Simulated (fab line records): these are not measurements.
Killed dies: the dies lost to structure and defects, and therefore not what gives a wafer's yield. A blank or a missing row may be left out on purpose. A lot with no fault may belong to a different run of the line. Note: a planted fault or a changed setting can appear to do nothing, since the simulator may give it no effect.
fab line records    flow nand-harc    part 1 of 2: steps 1 to 4 of 6
[record] lots = 22  wafers = 66  last-day = 24
route steps=1159 shown A_CONTACT@884
lots with no fault: from the same line, run without faults
start-h: hours from the record's first day to the start of the lot's first wafer shown    wait-h: time in hours since the lot's previous step    " as in the row above    L1.1+2: one row covering several wafers at once    - no value present, or no start provided    * or withheld: withheld    < > ~ a bound
route shown NAME@n: names a module that has steps shown in the file, with the first one's number in the route    usual: average and standard deviation across the fault-free wafers    same: alike in all rows    chamber/n: place in a boat    sites: readings site by site    _std_site: the values' standard deviation    _edge_site: mean of outer sites minus mean of inner sites    radius-mm: for every site, how far away it sits from the centre of the wafer    mask NAME#n: copy n    behind: the last tool/chamber to shape the wafer    hold: why the lot was held/for how many hours/how that ended    device: which transistor (n, p or np) failed to switch    end of line: the route-end tests of the same wafers    step lacking rows: just its recipe    killed: not the wafer's yield, but the dies lost to structure and defects at the first sort    map: shows each die of a wafer: x if killed, . if not, _ if none is there
set.NAME: setting as actually run; set.NAME@STEP: the setting as run at that earlier step    model.NAME: the simulator's own value behind a step, which no gauge read
one table for each step of the route and one row for each wafer, over a sample of lots
services: the hour from which a tool's chamber was out of use, counted from the record's first day as start-h (under 0 if before that day), plus the number of hours and why
[[steps]]
[step NHARC_A_CONTACT_DEP_57]
[recipe] target-thk-a = 28000  temp-c = 400  material = aC
[usual] throttle-valve-pct = 34.999/0.0092
lot.wafer  tool        chamber  start-h  wait-h  throttle-valve-pct
L074.1     acl-dep-01  0        367.20   -       34.994
L074.5     "           0        368.33   -       35.004
L074.6     "           0        "        "       34.999
L077.1     acl-dep-03  0        380.48   -       34.994
L077.5     "           0        381.61   -       35.014
L077.6     "           0        "        "       35.000
L075.1     acl-dep-01  0        380.89   -       35.006
L075.2     "           0        "        "       34.988
L075.4     "           0        "        "       34.988
L079.1     acl-dep-03  0        384.15   -       35.005
L079.2     "           0        "        "       35.010
L079.3     "           0        "        "       35.008
L078.1     acl-dep-01  0        384.67   -       34.996
L078.2     "           0        "        "       35.013
L078.6     "           0        386.11   -       34.983
L076.2     acl-dep-02  0        387.38   -       35.022
L076.4     "           0        "        "       34.987
L076.6     "           0        "        "       34.990
L082.1     acl-dep-02  0        421.80   -       35.007
L082.3     "           0        "        "       35.001
L082.6     "           0        "        "       35.007
L081.1     acl-dep-02  0        424.72   -       34.973
L081.5     "           0        425.88   -       34.989
L081.6     "           0        "        "       34.998
L083.4     acl-dep-02  0        429.50   -       34.996
L083.5     "           0        "        "       34.984
L083.6     "           0        "        "       34.989
L086.2     acl-dep-03  0        438.25   -       34.992
L086.5     "           0        "        "       34.996
L086.6     "           0        "        "       34.995
L084.1     acl-dep-02  0        438.97   -       34.990
L084.4     "           0        "        "       34.994
L084.6     "           0        "        "       35.001
L085.2     acl-dep-03  0        441.83   -       35.007
L085.4     "           0        "        "       35.003
L085.6     "           0        "        "       35.000
L087.1     acl-dep-03  0        465.90   -       34.987
L087.4     "           0        "        "       34.977
L087.6     "           0        "        "       34.993
L089.3     acl-dep-02  0        466.45   -       35.002
L089.4     "           0        "        "       35.004
L089.6     "           0        "        "       34.989
L091.1     acl-dep-03  0        469.85   -       35.002
L091.3     "           0        "        "       34.987
L091.6     "           0        "        "       35.004
L090.1     acl-dep-02  0        471.44   -       35.012
L090.5     "           0        472.58   -       35.002
L090.6     "           0        "        "       34.994
L088.3     acl-dep-03  0        477.46   -       35.005
L088.4     "           0        "        "       35.009
L088.5     "           0        "        "       35.008
L095.1     acl-dep-02  0        483.59   -       34.999
L095.5     "           0        484.73   -       34.991
L095.6     "           0        "        "       35.017
L094.2     acl-dep-03  0        489.95   -       34.995
L094.3     "           0        "        "       35.008
L094.6     "           0        "        "       34.999
L092.1     acl-dep-02  0        501.44   -       35.004
L092.5     "           0        502.58   -       35.006
L092.6     "           0        "        "       34.994
L097.3     acl-dep-01  0        507.21   -       34.986
L097.5     "           0        "        "       35.015
L097.6     "           0        "        "       34.985
L096.3     acl-dep-02  0        509.17   -       34.991
L096.4     "           0        "        "       35.001
L096.6     "           0        "        "       35.006
[step NHARC_A_CONTACT_ETCH_76]
[recipe] target-depth-a = 2600  over-etch-frac = 0.3  time-s = 475.3  ion-energy-ev = 200  n2-flow-sccm = 150  h2-flow-sccm = 150  ar-flow-sccm = 0  rf-w = 400  bias-w = 150  chemistry = N2/H2
[usual] bias-w = 150.0/0.44  drypump-motor-current-A = 5.8/0.53  h2-flow-sccm = 150.0/0.48  oes-product-au = 0.999/0.0079  rf-vpp-V = 431.0/2.7  showerhead-plenum-p-Torr = 2.06/0.093  throttle-valve-pct = 14.170/0.0094
lot.wafer  tool         chamber  start-h  wait-h  bias-w  drypump-motor-current-A  h2-flow-sccm  oes-product-au  rf-hours-counter-h  rf-vpp-V  showerhead-plenum-p-Torr  throttle-valve-pct
L074.1     rie-diel-06  0        -        -       150.5   5.3                      150.1         1.009           23                  428.8     2.01                      14.190
L074.5     "            1        "        "       149.7   5.4                      151.6         0.992           -                   427.1     1.89                      14.159
L074.6     "            2        "        "       150.3   5.0                      150.0         1.008           -                   431.9     2.14                      14.170
L077.1     rie-diel-06  3        -        -       150.1   6.6                      150.1         0.997           28                  433.2     2.14                      14.172
L077.6     "            1        "        "       150.0   5.4                      150.1         0.991           -                   424.8     1.89                      14.177
L077.5     "            2        "        "       150.2   5.0                      150.0         1.009           -                   432.6     2.14                      14.173
L075.4     rie-diel-13  1        -        -       150.7   6.3                      151.0         1.004           40                  427.7     1.97                      14.174
L075.1     "            2        "        "       150.2   5.8                      148.8         1.000           37                  430.9     2.05                      14.180
L075.2     "            3        "        "       149.4   6.3                      149.9         1.002           42                  432.0     2.11                      14.162
L079.2     rie-diel-05  2        -        -       149.3   5.6                      150.1         1.015           13                  430.7     2.04                      14.157
L079.1     "            3        "        "       149.6   6.2                      150.3         0.991           15                  430.0     2.05                      14.180
L079.3     "            1        "        "       149.0   5.9                      149.6         0.997           14                  434.0     2.14                      14.169
L078.2     rie-diel-06  1        -        -       148.8   5.4                      149.7         1.001           28                  425.9     1.89                      14.173
L078.1     "            3        "        "       150.0   6.6                      150.3         0.993           29                  433.9     2.14                      14.170
L078.6     "            1        "        "       149.7   5.4                      149.7         0.995           -                   425.9     1.89                      14.173
L076.4     rie-diel-06  3        -        -       150.8   6.7                      149.5         0.991           30                  433.7     2.14                      14.183
L076.2     "            1        "        "       149.7   5.5                      149.9         0.997           28                  426.7     1.89                      14.165
L076.6     "            3        "        "       150.0   6.6                      150.5         0.995           -                   432.5     2.14                      14.170
L082.3     rie-diel-13  2        -        -       150.4   5.8                      150.7         1.006           50                  430.5     2.04                      14.191
L082.1     "            1        "        "       149.6   6.2                      150.1         0.993           52                  429.1     1.97                      14.171
L082.6     "            2        "        "       150.2   5.8                      150.6         1.007           -                   429.7     2.04                      14.176
L081.1     rie-diel-06  1        -        -       150.3   5.4                      150.2         1.000           0                   426.5     1.89                      14.159
L081.5     "            0        "        "       149.7   5.3                      149.9         0.988           -                   430.1     2.01                      14.165
L081.6     "            1        "        "       149.9   5.5                      149.3         0.998           -                   426.3     1.89                      14.181
L083.4     rie-diel-05  3        -        -       150.3   6.2                      149.6         0.987           32                  431.9     2.04                      14.168
L083.5     "            1        "        "       150.5   5.9                      150.6         0.998           -                   432.8     2.13                      14.174
L083.6     "            2        "        "       149.7   5.6                      149.9         0.999           -                   430.3     2.03                      14.175
L086.2     rie-diel-05  2        -        -       149.9   5.7                      149.1         1.005           35                  429.0     2.03                      14.173
L086.6     "            3        "        "       150.6   6.2                      150.8         0.986           -                   430.8     2.04                      14.161
L086.5     "            0        "        "       149.5   6.1                      150.4         0.993           -                   434.1     2.16                      14.151
L084.4     rie-diel-13  2        -        -       149.2   5.8                      149.9         0.997           54                  431.3     2.04                      14.151
L084.1     "            0        "        "       150.5   5.9                      150.6         0.994           58                  434.2     2.20                      14.171
L084.6     "            3        "        "       150.2   6.3                      149.5         1.003           -                   432.4     2.10                      14.163
L085.4     rie-diel-06  3        -        -       149.8   6.6                      149.7         1.002           4                   433.0     2.14                      14.177
L085.2     "            2        "        "       150.2   5.0                      149.9         1.007           3                   433.3     2.14                      14.160
L085.6     "            3        "        "       149.8   6.6                      150.1         0.995           -                   433.4     2.14                      14.164
L089.3     rie-diel-06  1        -        -       150.3   5.4                      149.5         1.002           8                   426.8     1.89                      14.181
L089.4     "            0        "        "       150.2   5.3                      149.9         0.995           8                   428.3     2.00                      14.162
L089.6     "            1        "        "       149.5   5.4                      149.7         0.995           -                   426.6     1.89                      14.162
L087.1     rie-diel-05  1        -        -       150.1   5.9                      149.7         1.002           45                  433.2     2.13                      14.171
L087.4     "            2        "        "       150.5   5.6                      150.0         1.007           46                  429.7     2.02                      14.162
L087.6     "            1        "        "       150.4   5.9                      149.8         0.991           -                   433.9     2.13                      14.170
L091.3     rie-diel-06  1        -        -       149.6   5.5                      150.1         1.000           9                   424.7     1.89                      14.172
L091.1     "            2        "        "       149.2   5.0                      149.8         1.003           9                   432.7     2.14                      14.171
L091.6     "            3        "        "       149.4   6.6                      150.4         1.004           -                   433.2     2.13                      14.179
L090.1     rie-diel-06  0        -        -       149.9   5.3                      150.3         1.002           9                   431.1     2.00                      14.166
L090.6     "            3        "        "       150.2   6.6                      149.6         0.994           -                   432.6     2.13                      14.162
L090.5     "            0        "        "       149.4   5.3                      150.4         1.005           -                   429.7     2.00                      14.160
L088.3     rie-diel-13  0        -        -       149.4   5.9                      149.8         0.996           6                   434.2     2.19                      14.171
L088.4     "            1        "        "       150.7   6.2                      149.6         1.000           6                   427.9     1.96                      14.176
L088.5     "            0        "        "       149.8   5.9                      150.2         0.998           -                   433.4     2.19                      14.165
L095.1     rie-diel-06  1        -        -       149.2   5.4                      150.4         0.998           13                  427.3     1.88                      14.170
L095.5     "            3        "        "       150.3   6.7                      149.7         1.002           -                   433.0     2.13                      14.171
L095.6     "            0        "        "       150.4   5.3                      149.5         1.007           -                   429.9     2.00                      14.165
L094.3     rie-diel-13  0        -        -       150.3   5.9                      150.2         0.983           9                   432.9     2.19                      14.163
L094.2     "            2        "        "       150.1   5.8                      149.5         0.987           11                  431.7     2.04                      14.177
L094.6     "            3        "        "       150.1   6.3                      149.5         1.002           -                   432.0     2.09                      14.171
L092.1     rie-diel-13  2        -        -       149.7   5.8                      149.7         1.000           16                  430.2     2.03                      14.161
L092.5     "            2        "        "       149.3   5.8                      149.8         1.007           -                   429.8     2.03                      14.150
L092.6     "            3        "        "       150.8   6.3                      150.8         1.002           -                   434.1     2.09                      14.167
L097.3     rie-diel-06  1        -        -       149.8   5.4                      149.9         0.995           17                  426.4     1.88                      14.170
L097.6     "            0        "        "       150.0   5.3                      149.2         0.997           -                   429.1     2.00                      14.163
L097.5     "            1        "        "       149.7   5.5                      149.9         0.987           -                   426.6     1.88                      14.169
L096.3     rie-diel-06  2        -        -       150.3   5.0                      150.7         1.010           19                  434.0     2.13                      14.175
L096.4     "            3        "        "       150.0   6.6                      149.4         1.015           16                  433.7     2.13                      14.174
L096.6     "            3        "        "       150.5   6.6                      149.3         1.002           -                   433.9     2.13                      14.171
[step NHARC_A_CONTACT_DEP_84]
[recipe] target-thk-a = 20000  temp-c = 400  material = aC
[usual] throttle-valve-pct = 35.000/0.0088
lot.wafer  tool        chamber  start-h  wait-h  throttle-valve-pct
L074.1     acl-dep-03  0        375.17   -       34.991
L074.5     "           0        "        "       35.006
L074.6     "           0        "        "       34.999
L077.1     acl-dep-02  0        388.79   -       35.017
L077.5     "           0        "        "       35.007
L077.6     "           0        "        "       34.997
L075.1     acl-dep-01  0        388.82   -       34.989
L075.2     "           0        "        "       34.993
L075.4     "           0        "        "       35.013
L079.1     acl-dep-02  0        390.95   -       35.013
L079.2     "           0        "        "       35.002
L079.3     "           0        "        "       34.999
L078.1     acl-dep-03  0        391.64   -       34.997
L078.2     "           0        "        "       34.992
L078.6     "           0        "        "       35.007
L076.2     acl-dep-03  0        394.20   -       35.000
L076.4     "           0        "        "       35.009
L076.6     "           0        "        "       34.988
L082.1     acl-dep-03  0        431.59   -       34.992
L082.3     "           0        "        "       34.999
L082.6     "           0        "        "       34.997
L081.1     acl-dep-03  0        434.79   -       35.008
L081.5     "           0        "        "       35.008
L081.6     "           0        "        "       34.999
L083.4     acl-dep-03  0        440.29   -       34.990
L083.5     "           0        "        "       34.999
L083.6     "           0        "        "       34.988
L086.2     acl-dep-03  0        445.07   -       34.988
L086.5     "           0        "        "       34.998
L086.6     "           0        "        "       35.002
L084.1     acl-dep-01  0        446.70   -       34.999
L084.4     "           0        "        "       34.992
L084.6     "           0        "        "       34.991
L085.2     acl-dep-03  0        450.70   -       35.010
L085.4     "           0        "        "       34.993
L085.6     "           0        "        "       35.001
L089.3     acl-dep-03  0        476.07   -       35.005
L089.4     "           0        "        "       35.007
L089.6     "           0        "        "       35.019
L087.1     acl-dep-02  0        476.86   -       34.996
L087.4     "           0        "        "       34.998
L087.6     "           0        "        "       35.008
L091.1     acl-dep-02  0        479.97   -       35.007
L091.3     "           0        "        "       35.016
L091.6     "           0        "        "       34.999
L090.1     acl-dep-03  0        483.29   -       34.994
L090.5     "           0        "        "       35.005
L090.6     "           0        "        "       34.998
L088.3     acl-dep-02  0        487.53   -       34.984
L088.4     "           0        "        "       34.997
L088.5     "           0        "        "       35.011
L095.1     acl-dep-02  0        492.17   -       34.993
L095.5     "           0        "        "       35.008
L095.6     "           0        "        "       34.996
L094.2     acl-dep-02  0        496.69   -       34.997
L094.3     "           0        "        "       34.994
L094.6     "           0        "        "       34.993
L092.1     acl-dep-03  0        509.10   -       34.988
L092.5     "           0        "        "       34.994
L092.6     "           0        "        "       34.987
L097.3     acl-dep-02  0        513.92   -       34.995
L097.5     "           0        "        "       34.994
L097.6     "           0        "        "       35.007
L096.3     acl-dep-03  0        516.56   -       35.016
L096.4     "           0        "        "       34.995
L096.6     "           0        "        "       34.995
[step NHARC_A_CONTACT_DESCUM_13]
[recipe] time-s = 3  o2-flow-sccm = 200  ar-flow-sccm = 0  bias-power-w = 0  chemistry = O2
[usual] drypump-motor-current-A = 5.7/0.55  oes-product-au = 0.999/0.0076  rf-vpp-V = 57.8/0.85  showerhead-plenum-p-Torr = 1.93/0.087  throttle-valve-pct = 11.311/0.0083
lot.wafer  tool         chamber  start-h  wait-h  drypump-motor-current-A  oes-product-au  rf-hours-counter-h  rf-vpp-V  showerhead-plenum-p-Torr  throttle-valve-pct
L074.1     rie-diel-06  3        377.36   0.1     6.6                      0.989           27                  58.3      2.00                      11.318
L074.5     "            1        "        "       5.4                      0.985           -                   56.3      1.78                      11.315
L074.6     "            2        "        "       5.0                      0.997           -                   58.4      2.01                      11.309
L077.1     rie-diel-13  1        390.98   0.1     6.2                      1.002           42                  57.9      1.85                      11.325
L077.5     "            3        "        "       6.3                      1.012           -                   57.7      1.97                      11.320
L077.6     "            0        "        "       5.9                      0.995           -                   57.6      2.06                      11.332
L075.4     rie-diel-06  1        391.12   0.1     5.5                      0.980           28                  57.6      1.78                      11.312
L075.1     "            2        "        "       5.0                      0.994           30                  58.7      2.00                      11.306
L075.2     "            3        "        "       6.7                      0.994           30                  58.1      2.00                      11.320
L079.1     rie-diel-06  2        392.98   0.1     5.0                      1.003           30                  60.3      2.00                      11.323
L079.2     "            3        "        "       6.6                      0.985           31                  58.5      2.00                      11.299
L079.3     "            0        "        "       5.3                      1.010           27                  56.7      1.88                      11.313
L078.2     rie-diel-05  1        393.91   0.1     5.9                      0.997           17                  58.0      2.00                      11.306
L078.1     "            3        "        "       6.2                      0.991           17                  57.5      1.92                      11.320
L078.6     "            1        "        "       5.9                      1.000           -                   59.2      2.00                      11.297
L076.2     rie-diel-06  2        396.04   0.1     5.1                      0.989           31                  56.5      2.00                      11.311
L076.4     "            1        "        "       5.4                      0.982           29                  56.6      1.78                      11.320
L076.6     "            3        "        "       6.6                      1.004           -                   56.2      2.00                      11.307
L082.1     rie-diel-06  3        433.65   0.1     6.6                      1.003           2                   58.4      2.00                      11.304
L082.3     "            0        "        "       5.3                      1.004           2                   56.8      1.88                      11.311
L082.6     "            3        "        "       6.6                      1.009           -                   57.8      2.00                      11.314
L081.1     rie-diel-06  1        436.85   0.1     5.4                      0.994           2                   57.6      1.77                      11.294
L081.6     "            0        "        "       5.3                      0.996           -                   57.5      1.88                      11.306
L081.5     "            1        "        "       5.4                      1.001           -                   57.3      1.77                      11.301
L083.4     rie-diel-06  1        441.76   0.1     5.4                      1.003           3                   57.0      1.77                      11.313
L083.5     "            3        "        "       6.6                      1.002           -                   58.2      2.00                      11.318
L083.6     "            0        "        "       5.3                      0.995           -                   56.4      1.88                      11.304
L086.2     rie-diel-13  0        447.09   0.1     5.9                      0.996           61                  58.9      2.06                      11.321
L086.5     "            1        "        "       6.2                      1.004           -                   58.3      1.85                      11.302
L086.6     "            2        "        "       5.8                      1.003           -                   57.6      1.91                      11.310
L084.1     rie-diel-06  2        448.74   0.1     5.0                      1.003           4                   58.8      2.00                      11.300
L084.4     "            0        "        "       5.3                      0.991           4                   58.5      1.88                      11.313
L084.6     "            2        "        "       5.0                      1.000           -                   58.3      2.00                      11.303
L085.4     rie-diel-06  2        452.76   0.1     5.0                      1.000           5                   57.6      2.00                      11.310
L085.2     "            1        "        "       5.4                      1.005           5                   56.7      1.77                      11.323
L085.6     "            2        "        "       5.0                      1.011           -                   57.5      2.00                      11.301
L089.3     rie-diel-06  0        477.75   0.1     5.3                      0.995           9                   58.2      1.88                      11.317
L089.6     "            0        "        "       5.3                      0.999           -                   56.3      1.88                      11.321
L089.4     "            2        "        "       5.0                      1.008           -                   57.1      2.00                      11.313
L087.1     rie-diel-06  1        479.05   0.1     5.4                      1.004           11                  55.7      1.77                      11.310
L087.4     "            1        "        "       5.5                      1.001           -                   58.4      1.77                      11.305
L087.6     "            2        "        "       5.0                      1.006           -                   58.3      2.00                      11.305
L091.1     rie-diel-13  1        482.05   0.1     6.2                      0.997           7                   58.1      1.84                      11.316
L091.3     "            2        "        "       5.8                      0.995           8                   57.4      1.91                      11.321
L091.6     "            0        "        "       5.8                      1.002           -                   58.5      2.05                      11.317
L090.1     rie-diel-13  0        485.41   0.1     5.9                      1.000           9                   58.4      2.05                      11.301
L090.5     "            1        "        "       6.2                      0.996           -                   56.9      1.84                      11.305
L090.6     "            2        "        "       5.8                      1.003           -                   57.3      1.91                      11.292
L088.4     rie-diel-06  2        489.29   0.1     5.0                      0.993           14                  58.1      2.00                      11.310
L088.3     "            0        "        "       5.3                      0.995           13                  57.2      1.88                      11.298
L088.5     "            3        "        "       6.7                      1.003           -                   58.6      2.00                      11.310
L095.1     rie-diel-06  3        494.38   0.1     6.6                      1.017           12                  57.9      2.00                      11.312
L095.6     "            0        "        "       5.3                      1.010           -                   57.9      1.88                      11.301
L095.5     "            1        "        "       5.4                      0.993           -                   56.8      1.77                      11.311
L094.2     rie-diel-06  1        498.66   0.1     5.4                      1.006           15                  57.4      1.77                      11.315
L094.3     "            0        "        "       5.3                      1.010           15                  56.9      1.88                      11.316
L094.6     "            2        "        "       5.0                      1.011           -                   58.6      2.00                      11.313
L092.1     rie-diel-05  2        511.17   0.1     5.6                      0.990           57                  56.4      1.90                      11.309
L092.5     "            3        "        "       6.2                      0.994           -                   57.7      1.91                      11.298
L092.6     "            0        "        "       6.1                      0.991           -                   59.8      2.01                      11.297
L097.3     rie-diel-06  0        515.69   0.1     5.3                      0.999           18                  57.9      1.88                      11.314
L097.5     "            3        "        "       6.6                      0.991           -                   58.0      2.00                      11.303
L097.6     "            0        "        "       5.3                      1.002           -                   56.3      1.88                      11.310
L096.4     rie-diel-05  1        518.31   0.1     5.9                      0.992           62                  57.1      1.99                      11.311
L096.3     "            2        "        "       5.6                      0.995           61                  57.1      1.89                      11.301
L096.6     "            1        "        "       5.9                      0.993           -                   58.5      1.99                      11.324
